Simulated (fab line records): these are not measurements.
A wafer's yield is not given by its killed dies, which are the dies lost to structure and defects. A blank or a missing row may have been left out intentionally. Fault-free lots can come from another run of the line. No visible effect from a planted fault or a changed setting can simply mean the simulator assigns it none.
fab line records	flow n5Finfet
record: lots: 7	wafers: 39
route steps=1938 shown FIN_SAQP@125 FIN_CUT@169 DUMMY_GATE@237 HKMG_FIN@406 MOL_CONTACT_COAG@579
startH: the number of hours between the record's first day and the start of the first shown wafer of the lot	waitH: time in hours since the lot's previous step	" as in the row above	L1.1+2: a row that stands for several wafers	- value missing, or start not given	* or withheld: withheld	< > ~ a bound
route shown NAME@n: NAME is a module with steps in the file, n the number in the route of the first one	usual: average and standard deviation across the fault-free wafers	same: alike in all rows	chamber/n: place in a boat	sites: readings site by site	_std_site: the standard deviation of these	_edge_site: the outer-site mean with the inner-site mean subtracted	radiusMm: for every site, how far away it sits from the centre of the wafer	mask NAME#n: copy n	behind: the tool/chamber that last shaped the wafer	hold: cause of the lot's hold/its duration in hours/its outcome	device: transistor that didn't switch, given as n, p or np	end of line: the route-end tests of the same wafers	a step with no rows: only its recipe	killed: the dies lost at the first sort to structure and to defects; this is not the yield of the wafer	map: a wafer's dies, marking killed ones x, the rest . and places with no die _
set.NAME: the run value of the setting; set.NAME@STEP: its run value at that earlier step	model.NAME: the simulator's own value behind a step, which no gauge read
one table per step and one row per wafer, for lots whose settings were changed on purpose
== steps ==
step: N5_FIN_SAQP_SPACER1_ALD_24
recipe: material: SiO2	targetThkA: 203	tempC: 300	aldPrecursorFamily: BDEAS	aldCoReactant: O2-plasma	pulseTimeS: 1	purgeTimeS: 2	coReactantPurgeTimeS: 2	aldCycles: 218	pressureTorr: 2
lot.wafer	tool	chamber	startH	waitH	set.aldCycles	model.SiO2_of_FIN_SAQP_SPACER1_ALD_24.thkNm
L075.1+3+5	aldSin-04	1,2,2	29.70	0.3	218	20.4
L075.2+4+6	"	3,0,3	"	"	253	23.6
L079.2+3+4	aldSin-01	1,3,1	53.35	0.3	218	20.4
L081.1+6	aldSin-02	1,3	66.01	0.3	218	20.4
L081.2+3+5	"	2,3,0	"	"	239	22.2
L081.4	"	0	"	"	218	20.2
L088.1+2+3+4+5+6	aldSin-01	1,3,2,0,0,1	107.48	0.3	218	20.4
L094.1+4	aldSin-02	3	144.92	0.3	218	20.4
L094.2	"	2	"	"	247	22.8
L094.3+6	"	0,2	"	"	247	23
L094.5	"	0	"	"	218	20.2
L095.1+3+5	aldSin-01	2,1,2	150.56	0.3	254	23.8
L095.2+4+6	"	3,3,1	"	"	218	20.4
L096.1+3+6	aldSin-01	2,1,1	158.72	0.3	218	20.2
L096.2+4	"	3,0	"	"	184	17.2
L096.5	"	2	"	"	184	17
step: N5_FIN_SAQP_SPACER1_ETCHBACK_25
recipe: chemistry: CHF3/O2	mode: anisotropicEtchback	target: SiO2	targetDepthA: 244	timeS: 12.2	pressureMtorr: 30	sourceW: 650	biasW: 170	Ar_flow_sccm: 200	CHF3_flow_sccm: 50	O2_flow_sccm: 5	ionEnergyEv: 200
step: N5_FIN_SAQP_MANDREL1_REMOVE_56
recipe: chemistry: HBr/Cl2/O2	btTimeS: 10	target: a-Si	stopOn: SiNx	endpoint: OES-SiCl	overEtchFrac: 1	icpW: 600	biasW: 22	HBr_flow_sccm: 150	Cl2_flow_sccm: 80	O2_flow_sccm: 5	pressureMtorr: 10
lot.wafer	tool	chamber	startH	waitH	set.aldCycles@FIN_SAQP_SPACER1_ALD_24	model.FIN_SAQP.cdNm
L075.1+3+5	rieSi-06	1,3,2	30.51	0.1	218	20.4
L075.2+6	"	2,3	"	"	253	23.6
L075.4	"	0	"	"	253	23.8
L079.2+4	rieSi-01	1,2	54.21	0.1	218	20.4
L079.3	"	0	"	"	218	20.2
L081.1	rieSi-06	2	66.87	0.1	218	20.2
L081.2+5	"	0,3	"	"	239	22.2
L081.3	"	3	"	"	239	22.4
L081.4+6	"	1,0	"	"	218	20.4
L088.1+2+4+5+6	rieSi-01	0,2,1,3,0	108.29	0.1	218	20.4
L088.3	"	3	"	"	218	20.2
L094.1+4	rieSi-06	3,0	145.90	0.1	218	20.4
L094.2	"	1	"	"	247	22.8
L094.3+6	"	2	"	"	247	23
L094.5	"	3	"	"	218	20.2
L095.1+3+5	rieSi-06	0,3,1	151.42	0.1	254	23.8
L095.2	"	1	"	"	218	20.6
L095.4+6	"	0,3	"	"	218	20.4
L096.1+6	rieSi-01	1	159.62	0.1	218	20.4
L096.2+4+5	"	3,2,2	"	"	184	17.2
L096.3	"	0	"	"	218	20.2
step: N5_FIN_SAQP_CD_MEAS_27
recipe: targetCdNm: 20	landingEnergyEv: 1000	detector: seInlens	polarity: line
usual: cdNm: 20.35/0.2
lot.wafer	tool	chamber	startH	waitH	set.aldCycles@FIN_SAQP_SPACER1_ALD_24	cdNm
L075.1	cdSem-03	0	30.62	0.1	218	20.50
L075.2	"	0	"	"	253	23.46
L075.3	"	0	"	"	218	20.51
L075.4	"	0	"	"	253	23.69
L075.5	"	0	"	"	218	20.78
L075.6	"	0	"	"	253	23.68
L079.2	cdSem-01	0	54.32	0.1	218	20.72
L079.3	"	0	"	"	218	19.91
L079.4	"	0	"	"	218	20.57
L081.1	cdSem-03	0	66.98	0.1	218	20.24
L081.2	"	0	"	"	239	22.31
L081.3	"	0	"	"	239	22.23
L081.4	"	0	"	"	218	20.30
L081.5	"	0	"	"	239	22.38
L081.6	"	0	"	"	218	20.43
L088.1	cdSem-03	0	108.40	0.1	218	20.45
L088.2	"	0	"	"	218	20.20
L088.3	"	0	"	"	218	20.20
L088.4	"	0	"	"	218	20.41
L088.5	"	0	"	"	218	20.44
L088.6	"	0	"	"	218	20.56
L094.1	cdSem-01	0	146.01	0.1	218	20.51
L094.2	"	0	"	"	247	22.97
L094.3	"	0	"	"	247	22.99
L094.4	"	0	"	"	218	20.49
L094.5	"	0	"	"	218	20.32
L094.6	"	0	"	"	247	22.74
L095.1	cdSem-03	0	151.53	0.1	254	23.68
L095.2	"	0	"	"	218	20.53
L095.3	"	0	"	"	254	23.94
L095.4	"	0	"	"	218	20.23
L095.5	"	0	"	"	254	24.00
L095.6	"	0	"	"	218	20.33
L096.1	cdSem-01	0	159.73	0.1	218	20.56
L096.2	"	0	"	"	184	17.39
L096.3	"	0	"	"	218	20.16
L096.4	"	0	"	"	184	17.14
L096.5	"	0	"	"	184	17.35
L096.6	"	0	"	"	218	20.32
step: N5_FIN_CUT_ETCH_21
recipe: chemistry: N2/H2	target: SOC	targetDepthA: 2190	overetchA: 438	maskMaterial: SiARC	tempC: 40	ionEnergyEv: 100	biasW: 61	timeS: 523.5	pressureMtorr: 30	sourceW: 850	n2FlowSccm: 200	h2FlowSccm: 200
usual: rfVppV: 240.9/1.4
lot.wafer	tool	chamber	startH	waitH	set.biasW	rfVppV
L075.1	rieDiel-04	3	33.65	0.0	61	239.2
L075.2	"	1	"	"	61	240.0
L075.3	"	0	"	"	61	242.2
L075.4	"	2	"	"	61	242.5
L075.5	"	3	"	"	61	240.0
L075.6	"	2	"	"	61	243.2
L079.2	rieDiel-01	2	57.39	0.0	61	240.1
L079.3	"	3	"	"	61	239.6
L079.4	"	1	"	"	61	240.4
L081.1	rieDiel-04	2	69.80	0.0	53.36	222.6
L081.2	"	3	"	"	53.36	218.3
L081.3	"	1	"	"	61	240.5
L081.4	"	0	"	"	53.36	222.0
L081.5	"	1	"	"	61	238.8
L081.6	"	2	"	"	61	242.6
L088.1	rieDiel-02	2	111.09	0.0	61	239.7
L088.2	"	0	"	"	61	241.6
L088.3	"	3	"	"	61	242.1
L088.4	"	2	"	"	61	237.8
L088.5	"	3	"	"	61	240.7
L088.6	"	0	"	"	61	242.3
L094.1	rieDiel-02	3	148.89	0.0	61	241.1
L094.2	"	1	"	"	66.39	256.9
L094.3	"	2	"	"	66.39	252.2
L094.4	"	0	"	"	66.39	255.5
L094.5	"	1	"	"	61	242.3
L094.6	"	0	"	"	61	240.3
L095.1	rieDiel-01	2	156.27	0.0	61	239.5
L095.2	"	1	"	"	61	241.0
L095.3	"	0	"	"	61	242.5
L095.4	"	3	"	"	61	239.0
L095.5	"	2	"	"	61	239.9
L095.6	"	1	"	"	61	240.7
L096.1	rieDiel-02	2	162.99	0.0	68.56	258.4
L096.2	"	1	"	"	61	243.1
L096.3	"	0	"	"	68.56	261.5
L096.4	"	3	"	"	68.56	261.1
L096.5	"	3	"	"	61	240.8
L096.6	"	0	"	"	61	241.6
step: N5_DUMMY_GATE_ETCH_37
recipe: chemistry: N2/H2	target: SOC	targetDepthA: 600	overetchA: 300	tempC: 40	ionEnergyEv: 200	pressureMtorr: 30	sourceW: 840	biasW: 150	n2FlowSccm: 200	h2FlowSccm: 200
usual: rfVppV: 523.7/2.6
lot.wafer	tool	chamber	startH	waitH	set.sourceW	rfVppV
L075.1	rieDiel-02	2	54.29	0.0	996.7	492.7
L075.2	"	0	"	"	996.7	498.0
L075.3	"	1	"	"	840	519.8
L075.4	"	3	"	"	996.7	498.3
L075.5	"	2	"	"	840	520.4
L075.6	"	1	"	"	840	519.7
L079.2	rieDiel-04	3	76.05	0.0	840	520.5
L079.3	"	2	"	"	840	527.7
L079.4	"	1	"	"	840	521.7
L081.1	rieDiel-01	3	91.20	0.0	840	523.3
L081.2	"	1	"	"	772.2	538.5
L081.3	"	0	"	"	840	523.7
L081.4	"	2	"	"	772.2	537.4
L081.5	"	3	"	"	840	522.4
L081.6	"	0	"	"	772.2	541.5
L088.1	rieDiel-02	3	132.52	0.0	760.1	543.7
L088.2	"	0	"	"	840	525.8
L088.3	"	2	"	"	840	521.7
L088.4	"	0	"	"	840	525.4
L088.5	"	2	"	"	760.1	538.7
L088.6	"	3	"	"	760.1	542.1
L094.1	rieDiel-01	2	167.63	0.0	840	521.6
L094.2	"	1	"	"	840	523.3
L094.3	"	3	"	"	840	521.5
L094.4	"	0	"	"	840	525.6
L094.5	"	0	"	"	840	526.8
L094.6	"	1	"	"	840	523.3
L095.1	rieDiel-01	2	175.38	0.0	880.9	514.0
L095.2	"	1	"	"	840	523.5
L095.3	"	0	"	"	840	524.5
L095.4	"	3	"	"	880.9	514.5
L095.5	"	3	"	"	840	522.5
L095.6	"	0	"	"	880.9	516.9
L096.1	rieDiel-01	2	181.52	0.0	840	522.4
L096.2	"	3	"	"	840	522.5
L096.3	"	1	"	"	840	523.6
L096.4	"	0	"	"	840	524.1
L096.5	"	2	"	"	840	520.9
L096.6	"	3	"	"	840	521.9
step: N5_HKMG_FIN_ETCH_58
recipe: chemistry: N2/H2	target: SOC	targetDepthA: 2158	ionEnergyEv: 50	biasW: 13	timeS: 741	pressureMtorr: 30	sourceW: 875	n2FlowSccm: 200	h2FlowSccm: 200
usual: rfVppV: 99.1/1.1
lot.wafer	tool	chamber	startH	waitH	set.biasW	rfVppV
L075.1	rieDiel-03	2	80.98	0.0	15.09	108.7
L075.2	"	1	"	"	13	97.5
L075.3	"	0	"	"	13	99.0
L075.4	"	1	"	"	15.09	108.2
L075.5	"	2	"	"	15.09	106.8
L075.6	"	0	"	"	13	98.7
L079.2	rieDiel-05	1	102.07	0.0	13	98.9
L079.3	"	0	"	"	13	98.8
L079.4	"	3	"	"	13	99.2
L081.1	rieDiel-06	1	117.30	0.0	11.75	94.5
L081.2	"	2	"	"	11.75	92.8
L081.3	"	0	"	"	13	99.8
L081.4	"	1	"	"	13	99.6
L081.5	"	2	"	"	13	100.1
L081.6	"	0	"	"	11.75	92.2
L088.1	rieDiel-06	0	160.71	0.0	12.34	94.3
L088.2	"	1	"	"	13	100.4
L088.3	"	3	"	"	13	98.6
L088.4	"	3	"	"	12.34	95.2
L088.5	"	1	"	"	13	99.7
L088.6	"	0	"	"	12.34	95.5
L094.1	rieDiel-03	2	193.27	0.0	13	96.3
L094.2	"	0	"	"	14.15	105.8
L094.3	"	3	"	"	13	99.9
L094.4	"	1	"	"	13	99.4
L094.5	"	1	"	"	14.15	105.0
L094.6	"	0	"	"	14.15	104.3
L095.1	rieDiel-06	0	202.68	0.0	13	99.4
L095.2	"	3	"	"	13	100.1
L095.3	"	1	"	"	13.81	104.9
L095.4	"	2	"	"	13.81	101.7
L095.5	"	2	"	"	13.81	103.0
L095.6	"	1	"	"	13	99.3
L096.1	rieDiel-06	1	205.98	0.0	14.86	109.4
L096.2	"	2	"	"	13	98.7
L096.3	"	3	"	"	13	100.3
L096.4	"	0	"	"	13	96.4
L096.5	"	3	"	"	14.86	107.5
L096.6	"	2	"	"	14.86	109.9
step: N5_MOL_CONTACT_COAG_ALD_131
recipe: material: SiO2	targetThkA: 50	tempC: 100	aldPrecursorFamily: BDEAS	aldCoReactant: O2-plasma	pulseTimeS: 1	coReactantPulseTimeS: 1	purgeTimeS: 2	coReactantPurgeTimeS: 2	aldCycles: 35	pressureTorr: 2
lot.wafer	tool	chamber	startH	waitH	set.aldCycles	model.SiO2_of_MOL_CONTACT_COAG_ALD_131.thkNm
L075.1+2+6	aldSin-01	0,2,0	108.66	0.1	31	4.4
L075.3+4+5	"	3,1,1	"	"	35	5
L079.2+3+4	aldSin-01	1,0,3	128.23	0.1	35	5
L081.1+2+3+4+5+6	aldSin-04	1,2,3,1,3,2	145.96	0.1	35	5
L088.1+2+4	aldSin-04	1,3,1	189.29	1.0	35	5
L088.3	"	2	"	"	40	5.6
L088.5+6	"	2,3	"	"	40	5.8
L094.1+2+4	aldSin-04	1,3,0	220.64	0.1	35	5
L094.3+5+6	"	2,1,0	"	"	32	4.6
L095.1+3+6	aldSin-02	0,1,1	229.24	0.1	35	5
L095.2+4+5	"	2,3,2	"	"	38	5.4
L096.1+2+6	aldSin-04	0,3,2	234.97	0.1	35	5
L096.3+4+5	"	1,2,1	"	"	31	4.4
step: N5_MOL_CONTACT_COAG_VIA_ETCH_46
recipe: chemistry: C4F6/O2	targetDepthA: 460	overetchA: 92	maskMaterial: SOC	target: SiO2	biasW: 455	pressureMtorr: 10	timeS: 40	sourceW: 325	Ar_flow_sccm: 300	C4F6_flow_sccm: 10	O2_flow_sccm: 10	ionEnergyEv: 575.3	ends: endPoint
usual: rfVppV: 1579/14
lot.wafer	tool	chamber	startH	waitH	set.biasW	rfVppV
L075.1	rieDiel-05	0	109.00	0.0	398.6	1425
L075.2	"	1	"	"	455	1592
L075.3	"	2	"	"	398.6	1414
L075.4	"	3	"	"	455	1573
L075.5	"	1	"	"	398.6	1440
L075.6	"	0	"	"	455	1571
L079.2	rieDiel-03	2	128.61	0.0	455	1579
L079.3	"	0	"	"	455	1574
L079.4	"	1	"	"	455	1587
L081.1	rieDiel-06	2	146.30	0.0	455	1563
L081.2	"	1	"	"	455	1586
L081.3	"	0	"	"	455	1554
L081.4	"	0	"	"	455	1555
L081.5	"	2	"	"	455	1560
L081.6	"	1	"	"	455	1586
L088.1	rieDiel-03	3	189.63	0.0	455	1595
L088.2	"	2	"	"	455	1577
L088.3	"	1	"	"	455	1587
L088.4	"	0	"	"	455	1571
L088.5	"	0	"	"	455	1573
L088.6	"	3	"	"	455	1595
L094.1	rieDiel-03	2	220.97	0.0	455	1577
L094.2	"	3	"	"	455	1595
L094.3	"	0	"	"	508.4	1707
L094.4	"	1	"	"	508.4	1722
L094.5	"	0	"	"	455	1571
L094.6	"	1	"	"	508.4	1723
L095.1	rieDiel-03	3	229.57	0.0	455	1593
L095.2	"	0	"	"	514.8	1723
L095.3	"	2	"	"	514.8	1729
L095.4	"	1	"	"	455	1586
L095.5	"	1	"	"	455	1586
L095.6	"	0	"	"	514.8	1722
L096.1	rieDiel-06	1	235.31	0.0	455	1584
L096.2	"	0	"	"	505.3	1680
L096.3	"	2	"	"	505.3	1685
L096.4	"	3	"	"	455	1603
L096.5	"	1	"	"	505.3	1714
L096.6	"	0	"	"	455	1554
== key ==
split: step: N5_FIN_SAQP_SPACER1_ALD_24	setting: aldCycles	stated: 218	by: wafer
response: step: N5_FIN_SAQP_SPACER1_ALD_24	reading: model.SiO2_of_FIN_SAQP_SPACER1_ALD_24.thkNm	change: +0.199	per: 1%	r: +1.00
response: step: N5_FIN_SAQP_MANDREL1_REMOVE_56	reading: model.FIN_SAQP.cdNm	change: +0.201	per: 1%	r: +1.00
response: step: N5_FIN_SAQP_CD_MEAS_27	reading: cdNm	change: +0.197	per: 1%	r: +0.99
split: step: N5_FIN_CUT_ETCH_21	setting: biasW	stated: 61	by: wafer
response: step: N5_FIN_CUT_ETCH_21	reading: rfVppV	change: +1.54	per: 1%	r: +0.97
split: step: N5_DUMMY_GATE_ETCH_37	setting: sourceW	stated: 840	by: wafer
response: step: N5_DUMMY_GATE_ETCH_37	reading: rfVppV	change: -1.47	per: 1%	r: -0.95
split: step: N5_HKMG_FIN_ETCH_58	setting: biasW	stated: 13	by: wafer
response: step: N5_HKMG_FIN_ETCH_58	reading: rfVppV	change: +0.673	per: 1%	r: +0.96
split: step: N5_MOL_CONTACT_COAG_ALD_131	setting: aldCycles	stated: 35	by: wafer
response: step: N5_MOL_CONTACT_COAG_ALD_131	reading: model.SiO2_of_MOL_CONTACT_COAG_ALD_131.thkNm	change: +0.0507	per: 1%	r: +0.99
split: step: N5_MOL_CONTACT_COAG_VIA_ETCH_46	setting: biasW	stated: 455	by: wafer
response: step: N5_MOL_CONTACT_COAG_VIA_ETCH_46	reading: rfVppV	change: +11.1	per: 1%	r: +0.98
